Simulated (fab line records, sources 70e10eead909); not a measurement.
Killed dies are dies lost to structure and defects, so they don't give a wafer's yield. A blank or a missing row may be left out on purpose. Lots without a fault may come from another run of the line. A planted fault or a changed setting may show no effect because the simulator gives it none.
fab line records | flow nand_harc
record lots=12 wafers=36 last_day=30
route steps=1302 shown A_STAIRCASE@719 END@1302
lots that met no fault: from a run of the same line without faults
start_h: hours from the record's first day to the start of the lot's first wafer shown | wait_h: hours since the lot's step before | " the same as in the row above | L1.1+2: a row that stands for several wafers | - no value, or no start given | * or withheld: withheld | < > ~ a bound
route shown NAME@n: a module of which the file shows steps, and the number in the route of the first | usual: mean/standard deviation of fault-free wafers | same: alike in all rows | chamber/n: place in a boat | sites: the reading at each site | _std_site: their standard deviation | _edge_site: outer sites' mean less inner sites' | radius_mm: how far each site lies from the wafer's centre | mask NAME#n: copy n | behind: the tool/chamber that last shaped the wafer | hold: why the lot was held/for how many hours/how that ended | device: the transistor (n, p or np) that didn't switch | end of line: the same wafers' tests at the end of the route | a step without rows: its recipe alone | killed: dies lost to structure and defects at the first sort, not the wafer's yield | map: a wafer's dies, x killed, . not, _ none there
set.NAME: the setting as run; set.NAME@STEP: as run at that earlier step | model.NAME: the simulator's own value behind a step, which no gauge read
steps of the route over a sample of lots; a table a step, a row a wafer
services: from which hour (start_h, from the record's first day; less than 0 if before it) a tool's chamber was out of use, for how many hours, and why
## steps
# step NHARC_A_STAIRCASE_STRIP_205
# recipe power_w=1500 temp_c=250 chemistry=O2
# usual drypump_motor_current_A=5.84/0.25 heater_power_w=368/41
# columns lot.wafer tool chamber start_h wait_h drypump_motor_current_A heater_power_w rf_hours_counter_h
L530.1 plasma_asher-02 0 353.62 0.1 6.05 401 25
L530.6 " 0 " " 6.05 394 -
L530.5 " 1 " " 6.08 412 -
L531.2 plasma_asher-01 0 368.69 0.1 5.66 348 2
L531.1 " 1 " " 5.52 307 2
L531.5 " 1 " " 5.52 302 -
L532.1 plasma_asher-01 0 379.32 0.1 5.66 349 6
L532.3 " 0 " " 5.68 365 -
L532.5 " 0 " " 5.68 362 -
L533.1 plasma_asher-01 1 398.72 0.1 5.52 310 10
L533.2 " 0 " " 5.68 355 10
L533.6 " 1 " " 5.53 313 -
L536.2 plasma_asher-01 0 410.85 0.1 5.67 355 12
L536.4 " 1 " " 5.52 304 -
L536.5 " 1 " " 5.51 305 -
L535.2 plasma_asher-01 1 411.74 0.1 5.51 312 12
L535.3 " 0 " " 5.71 356 -
L535.4 " 1 " " 5.52 308 -
L537.4 plasma_asher-02 1 423.09 0.2 6.11 401 -
L537.3 " 0 " " 6.05 399 -
L537.6 " 1 " " 6.12 396 -
L544.1 plasma_asher-01 1 498.64 0.1 5.50 303 29
L544.3 " 0 " " 5.68 353 -
L544.6 " 1 " " 5.52 303 -
L545.1 plasma_asher-02 0 498.80 0.1 6.08 416 14
L545.4 " 0 " " 6.09 417 -
L545.6 " 0 " " 6.08 421 -
L543.4 plasma_asher-02 1 501.35 0.2 6.11 392 -
L543.3 " 0 " " 6.09 427 -
L543.6 " 0 " " 6.07 413 -
L547.1 plasma_asher-02 1 520.10 0.1 6.08 396 18
L547.5 " 1 " " 6.09 391 -
L547.6 " 0 " " 6.07 408 -
L546.1 plasma_asher-02 1 521.50 0.7 6.09 397 19
L546.3 " 1 " " 6.10 399 -
L546.6 " 0 " " 6.04 421 -
# step NHARC_A_STAIRCASE_TRIM_222
# recipe time_s=211.2 o2_flow_sccm=500 ar_flow_sccm=0 bias_w=0 chemistry=O2
# usual drypump_motor_current_A=5.8/0.48 o2_flow_sccm=500.1/1.6 oes_product_au=1.002/0.014 rf_vpp_V=57.6/0.83 showerhead_plenum_p_Torr=3.49/0.15 throttle_valve_pct=17.036/0.0089
# columns lot.wafer tool chamber start_h wait_h drypump_motor_current_A o2_flow_sccm oes_product_au rf_hours_counter_h rf_vpp_V showerhead_plenum_p_Torr throttle_valve_pct
L530.1 rie_diel-05 3 - - 5.7 503.4 0.982 39 58.2 3.79 17.048
L530.6 " 2 " " 5.6 497.8 1.002 - 57.8 3.47 17.052
L530.5 " 3 " " 5.7 499.4 0.978 - 58.2 3.79 17.031
L531.2 rie_diel-04 1 - - 6.6 501.6 0.994 2 57.9 3.61 17.040
L531.1 " 2 " " 5.8 499.7 1.014 2 58.8 3.33 17.043
L531.5 " 0 " " 5.4 501.7 0.993 - 57.9 3.33 17.026
L532.3 rie_diel-10 3 - - 6.1 501.3 0.974 40 58.8 3.53 17.039
L532.1 " 1 " " 5.2 500.5 0.997 39 58.0 3.65 17.038
L532.5 " 3 " " 6.1 501.3 0.982 - 57.8 3.53 17.045
L533.2 rie_diel-05 1 - - 5.1 499.5 0.992 52 56.8 3.44 17.026
L533.1 " 2 " " 5.6 499.7 1.011 51 58.2 3.46 17.027
L533.6 " 3 " " 5.7 498.4 0.986 - 58.1 3.78 17.025
L536.2 rie_diel-04 2 - - 5.8 499.2 1.025 14 57.4 3.32 17.054
L536.4 " 0 " " 5.4 499.2 0.990 17 56.6 3.32 17.034
L536.5 " 3 " " 6.6 501.0 1.022 - 58.3 3.62 17.044
L535.2 rie_diel-04 0 - - 5.3 500.8 0.998 17 57.4 3.32 17.029
L535.3 " 1 " " 6.5 502.6 1.009 16 56.8 3.61 17.031
L535.4 " 3 " " 6.6 501.5 1.025 16 57.8 3.62 17.041
L537.3 rie_diel-05 2 - - 5.6 497.6 1.009 3 58.3 3.46 17.041
L537.6 " 2 " " 5.6 500.1 1.022 - 56.3 3.46 17.036
L537.4 " 1 " " 5.1 499.8 0.996 - 58.0 3.43 17.049
L544.3 rie_diel-10 2 - - 5.5 499.9 1.013 22 57.7 3.28 17.032
L544.1 " 0 " " 6.2 499.4 0.998 23 57.3 3.29 17.045
L544.6 " 2 " " 5.5 498.6 1.015 - 56.8 3.28 17.037
L545.4 rie_diel-04 3 - - 6.6 503.4 1.023 44 58.4 3.60 17.030
L545.1 " 1 " " 6.6 499.1 1.005 40 57.6 3.59 17.032
L545.6 " 2 " " 5.8 502.3 1.025 - 58.3 3.31 17.026
L543.4 rie_diel-05 3 - - 5.6 497.4 0.974 26 58.2 3.76 17.040
L543.3 " 2 " " 5.5 498.7 1.015 27 57.7 3.44 17.027
L543.6 " 0 " " 5.8 494.4 0.994 - 59.4 3.57 17.052
L547.1 rie_diel-05 0 - - 5.8 499.5 1.004 34 58.0 3.57 17.032
L547.5 " 2 " " 5.6 500.5 1.018 - 56.6 3.44 17.027
L547.6 " 3 " " 5.7 499.5 0.988 - 57.6 3.76 17.035
L546.1 rie_diel-04 2 - - 5.8 499.4 1.029 47 57.4 3.30 17.033
L546.3 " 3 " " 6.6 502.7 1.016 51 58.8 3.60 17.028
L546.6 " 2 " " 5.8 498.3 1.026 - 56.8 3.30 17.020
# step NHARC_A_STAIRCASE_ETCH_234
# recipe target_depth_a=1000 time_s=40.5 ion_energy_ev=400 c4f8_flow_sccm=20 o2_flow_sccm=10 ar_flow_sccm=withheld rf_w=600 bias_w=1000 chemistry=C4F8/O2
# usual bias_w=1000/3 chamber_pressure_mTorr=25.000/0.023 oes_product_au=0.944/0.015 rf_vpp_V=894/5.8
# columns lot.wafer tool chamber start_h wait_h bias_w chamber_pressure_mTorr oes_product_au rf_hours_counter_h rf_vpp_V
L530.1 rie_diel-10 0 - - 1000 24.992 0.927 34 889
L530.5 " 1 " " 996 24.980 0.918 - 901
L530.6 " 2 " " 998 25.020 0.927 - 888
L531.1 rie_diel-04 1 - - 1004 24.991 0.947 3 900
L531.2 " 2 " " 996 24.981 0.967 3 890
L531.5 " 3 " " 994 24.955 0.950 - 900
L532.1 rie_diel-05 0 - - 1000 25.018 0.944 43 899
L532.3 " 2 " " 1001 24.993 0.961 46 895
L532.5 " 0 " " 1006 24.991 0.952 - 899
L533.2 rie_diel-05 2 - - 999 25.002 0.953 52 894
L533.1 " 0 " " 1001 25.027 0.938 50 899
L533.6 " 1 " " 996 25.009 0.937 - 891
L536.4 rie_diel-04 3 - - 1001 24.936 0.953 18 898
L536.2 " 0 " " 998 25.007 0.939 18 886
L536.5 " 2 " " 1004 25.038 0.951 - 889
L535.3 rie_diel-10 3 - - 1002 25.025 0.909 55 895
L535.4 " 0 " " 1003 25.021 0.927 56 886
L535.2 " 2 " " 997 25.005 0.926 54 888
L537.4 rie_diel-04 2 - - 997 24.990 0.974 22 887
L537.3 " 0 " " 1001 24.989 0.936 22 888
L537.6 " 3 " " 997 25.020 0.986 - 901
L544.3 rie_diel-10 2 - - 999 24.967 0.946 22 888
L544.1 " 0 " " 996 25.007 0.932 24 887
L544.6 " 3 " " 1000 24.977 0.936 - 894
L545.4 rie_diel-04 0 - - 1000 24.974 0.945 44 888
L545.1 " 1 " " 1000 24.961 0.947 40 897
L545.6 " 3 " " 1001 24.984 0.960 - 898
L543.3 rie_diel-05 0 - - 1003 25.024 0.938 30 897
L543.4 " 2 " " 1003 25.010 0.966 28 893
L543.6 " 3 " " 1001 24.959 0.921 - 904
L547.1 rie_diel-05 2 - - 997 25.020 0.960 32 892
L547.5 " 1 " " 1000 24.992 0.946 - 892
L547.6 " 2 " " 1001 24.997 0.959 - 893
L546.1 rie_diel-04 2 - - 1000 24.998 0.964 48 887
L546.3 " 3 " " 1006 25.028 0.951 52 899
L546.6 " 1 " " 999 24.981 0.942 - 898
# step NHARC_A_STAIRCASE_ETCH_236
# recipe target_depth_a=1000 time_s=40.5 ion_energy_ev=400 c4f8_flow_sccm=20 o2_flow_sccm=10 ar_flow_sccm=withheld rf_w=600 bias_w=1000 chemistry=C4F8/O2
# usual bias_w=1000.1/2.7 chamber_pressure_mTorr=25.001/0.023 oes_product_au=0.944/0.015 rf_vpp_V=894/5.5
# columns lot.wafer tool chamber start_h wait_h bias_w chamber_pressure_mTorr oes_product_au rf_hours_counter_h rf_vpp_V
L530.1 rie_diel-10 0 360.02 - 998.2 25.033 0.926 34 888
L530.5 " 2 " " 1004.8 24.983 0.944 - 887
L530.6 " 3 " " 1002.3 25.000 0.924 - 896
L531.2 rie_diel-04 3 372.36 - 997.5 25.023 0.968 2 900
L531.1 " 0 " " 999.3 25.010 0.929 3 888
L531.5 " 3 " " 997.4 25.028 0.966 - 898
L532.3 rie_diel-05 1 382.89 - 1003.9 24.985 0.939 45 893
L532.1 " 3 " " 1002.0 24.984 0.942 49 906
L532.5 " 1 " " 1000.8 25.026 0.938 - 894
L533.2 rie_diel-05 1 402.18 - 1000.1 25.037 0.939 52 893
L533.1 " 2 " " 999.1 24.961 0.962 52 895
L533.6 " 1 " " 1002.2 25.002 0.945 - 893
L536.4 rie_diel-04 2 415.97 - 1000.0 24.975 0.949 16 888
L536.2 " 0 " " 999.8 24.977 0.937 18 887
L536.5 " 2 " " 1002.6 24.993 0.964 - 888
L535.4 rie_diel-10 3 416.93 - 1002.0 25.017 0.943 55 893
L535.2 " 0 " " 1000.1 24.991 0.949 56 887
L535.3 " 1 " " 1003.9 25.009 0.945 53 899
L537.3 rie_diel-04 0 427.23 - 1004.1 24.979 0.923 23 888
L537.4 " 3 " " 1000.2 25.016 0.976 24 899
L537.6 " 1 " " 1000.4 25.033 0.936 - 898
L545.1 rie_diel-04 0 502.45 - 998.3 25.016 0.947 44 888
L545.4 " 1 " " 1001.0 25.030 0.956 40 899
L545.6 " 1 " " 999.6 25.008 0.937 - 897
L543.4 rie_diel-05 2 505.27 - - - - - -
L543.3 " 3 " " - - - - -
L543.6 " 3 " " - - - - -
L544.1 rie_diel-10 3 505.40 - - - - - -
L544.3 " 0 " " - - - - -
L544.6 " 0 " " - - - - -
L547.1 rie_diel-05 2 523.95 - - - - - -
L547.6 " 0 " " - - - - -
L547.5 " 1 " " - - - - -
L546.3 rie_diel-04 3 524.85 - 997.6 25.015 0.941 52 898
L546.1 " 0 " " 1004.3 24.977 0.931 53 887
L546.6 " 3 " " 998.0 25.024 0.961 - 897
# step NHARC_END_SORT_01
# recipe temp_c=25
# usual killed_at_array=52/17 killed_at_other=1.2/1.4 killed_at_periphery=4.7/2.9 killed_dies=58/17 killed_open=3.2/1.9 killed_short=2.4/1.4
# same gross_dies=677
# columns lot.wafer tool chamber start_h wait_h killed_at_array killed_at_other killed_at_periphery killed_dies killed_open killed_short
L544.1 prober-02 0 697.93 2.5 675 0 2 677 3 3
L544.3 prober-02 0 699.56 3.1 669 1 7 677 7 2
L544.6 prober-02 0 702.02 4.1 673 0 4 677 4 5
L543.3 prober-01 0 707.41 3.1 674 1 2 677 1 1
L543.4 prober-01 0 708.21 3.4 673 1 3 677 3 2
L543.6 prober-01 0 709.80 4.0 674 0 3 677 7 4
L547.1 prober-02 0 715.31 2.5 668 3 6 677 3 2
L547.5 prober-02 0 718.48 3.7 672 1 4 677 4 2
L547.6 prober-02 0 719.27 4.0 672 1 4 677 5 1
# killed by level:class
L544.1 A_STAIRCASE:area_etch=647 A_CHANNEL_HOLE_D2:chamber_film_flake=11 A_CHANNEL_HOLE_D1:chamber_film_flake=7 A_SLIT:chamber_film_flake=2 P_CONTACT:geometric_particle:open=1 A_SOURCE_PLATE:geometric_particle:open=1 A_SOURCE_PLATE:geometric_particle:short=1 A_CHANNEL_FILL_D1:geometric_particle:short=1
L544.3 A_STAIRCASE:area_etch=638 A_CHANNEL_HOLE_D2:chamber_film_flake=13 A_CHANNEL_HOLE_D1:chamber_film_flake=5 A_CONTACT:chamber_film_flake=4 P_ZERO_WELL:chamber_film_flake=3 A_SLIT:chamber_film_flake=3 A_M0:geometric_particle:open=2 P_GATE:geometric_particle:open=1
L544.6 A_STAIRCASE:area_etch=632 A_CHANNEL_HOLE_D2:chamber_film_flake=17 A_CHANNEL_HOLE_D1:chamber_film_flake=10 A_CONTACT:chamber_film_flake=4 A_WL_FILL:geometric_particle:short=3 P_M1:chamber_film_flake=2 A_STAIRCASE:chamber_film_flake=2 P_CONTACT:geometric_particle:open=1
L543.3 A_STAIRCASE:area_etch=627 A_CHANNEL_HOLE_D1:chamber_film_flake=18 A_CHANNEL_HOLE_D2:chamber_film_flake=17 A_CONTACT:chamber_film_flake=7 A_SLIT:chamber_film_flake=2 P_CONTACT:geometric_particle:open=1 A_CHANNEL_HOLE_D2:geometric_particle:short=1 P_ZERO_WELL:chamber_film_flake=1
L543.4 A_STAIRCASE:area_etch=613 A_CHANNEL_HOLE_D1:chamber_film_flake=28 A_CHANNEL_HOLE_D2:chamber_film_flake=16 A_CONTACT:chamber_film_flake=7 A_ZERO_WELL:chamber_film_flake=2 P_CONTACT:geometric_particle:open=1 P_M0:geometric_particle:open=1 P_M1:geometric_particle:short=1
L543.6 A_STAIRCASE:area_etch=611 A_CHANNEL_HOLE_D1:chamber_film_flake=21 A_CHANNEL_HOLE_D2:chamber_film_flake=20 A_CONTACT:chamber_film_flake=7 A_M1:chamber_film_flake=4 A_WL_FILL:geometric_particle:open=2 A_CONTACT:geometric_particle:open=2 P_M0:geometric_particle:open=1
L547.1 A_STAIRCASE:area_etch=589 A_SLIT:chamber_film_flake=35 A_CHANNEL_HOLE_D1:chamber_film_flake=18 A_CHANNEL_HOLE_D2:chamber_film_flake=12 A_STAIRCASE:chamber_film_flake=3 THIN_TSV:chamber_film_flake=3 P_M1:chamber_film_flake=2 A_DECK1_JOINT:chamber_film_flake=2
L547.5 A_STAIRCASE:area_etch=594 A_CHANNEL_HOLE_D2:chamber_film_flake=26 A_SLIT:chamber_film_flake=25 A_CHANNEL_HOLE_D1:chamber_film_flake=15 A_CONTACT:chamber_film_flake=6 P_CONTACT:geometric_particle:open=1 P_M0:geometric_particle:open=1 A_ONON_D1:geometric_particle:open=1
L547.6 A_STAIRCASE:area_etch=583 A_SLIT:chamber_film_flake=36 A_CHANNEL_HOLE_D1:chamber_film_flake=26 A_CHANNEL_HOLE_D2:chamber_film_flake=14 A_CHANNEL_FILL_D1:chamber_film_flake=6 P_M1:chamber_film_flake=3 A_CHANNEL_FILL_D2:geometric_particle:open=2 P_M0:geometric_particle:open=1
## services
# columns tool chamber start_h hours kind
rie_diel-04 - 332.47 2.3 repair
rie_diel-04 0 335.80 - clean
rie_diel-04 1 335.80 - clean
rie_diel-04 2 335.80 - clean
rie_diel-04 3 335.80 - clean
plasma_asher-01 - 342.07 9.0 pm
rie_diel-04 - 355.68 9.0 pm
rie_diel-04 0 355.68 9.0 vent_cycle
rie_diel-04 1 355.68 9.0 vent_cycle
rie_diel-04 2 355.68 9.0 vent_cycle
rie_diel-04 3 355.68 9.0 vent_cycle
plasma_asher-02 - 357.16 0.7 repair
rie_diel-10 1 362.18 7.1 repair
rie_diel-04 0 364.68 - clean
plasma_asher-01 - 374.88 0.7 repair
rie_diel-04 2 384.20 2.6 repair
rie_diel-05 - 410.51 9.0 pm
rie_diel-10 - 421.86 9.0 pm
rie_diel-05 3 424.54 4.8 repair
plasma_asher-02 - 427.04 9.0 pm
plasma_asher-01 - 470.45 8.6 repair
rie_diel-10 1 482.68 6.5 repair
rie_diel-04 3 494.50 4.0 repair
plasma_asher-01 - 519.07 9.0 pm
## key
first_sign step=NHARC_A_STAIRCASE_ETCH_236 reading=tool_record direction=missing
effect step=NHARC_END_SORT_01 reading=killed_at_array direction=up sigmas=37 usual=52 struck=672
more_kills_born_at NHARC_A_STAIRCASE_ETCH_236@rie_diel-05=3617 NHARC_A_STAIRCASE_ETCH_236@rie_diel-10=1918
met_at NHARC_A_STAIRCASE_ETCH_236
struck_lots L543,L544,L547
later_rows_left_out L543.3,L543.4,L543.6,L544.1,L544.3,L544.6,L547.1,L547.5,L547.6
tester_left_out L543,L544,L547
not_acting_at NHARC_A_STAIRCASE_STRIP_205,NHARC_A_STAIRCASE_TRIM_222,NHARC_A_STAIRCASE_ETCH_234
onset_between 416.93 505.27
fault kind=skipped_step_whole tool=rie_diel-05,rie_diel-10 chamber=- onset_h=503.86 steps=NHARC_A_STAIRCASE_ETCH_236 scope=struck_lots_only
# tester_left_out: of these lots the tester's yield and bins aren't shown, on N5 and GAA mostly nor the transistor test; their killed dies are dies lost to structure and defects alone, not to doping, threshold or leakage, so they don't give the yield
# later_rows_left_out: the simulator's readings of these wafers behind a module that went badly wrong aren't trusted and aren't shown, but for the sort
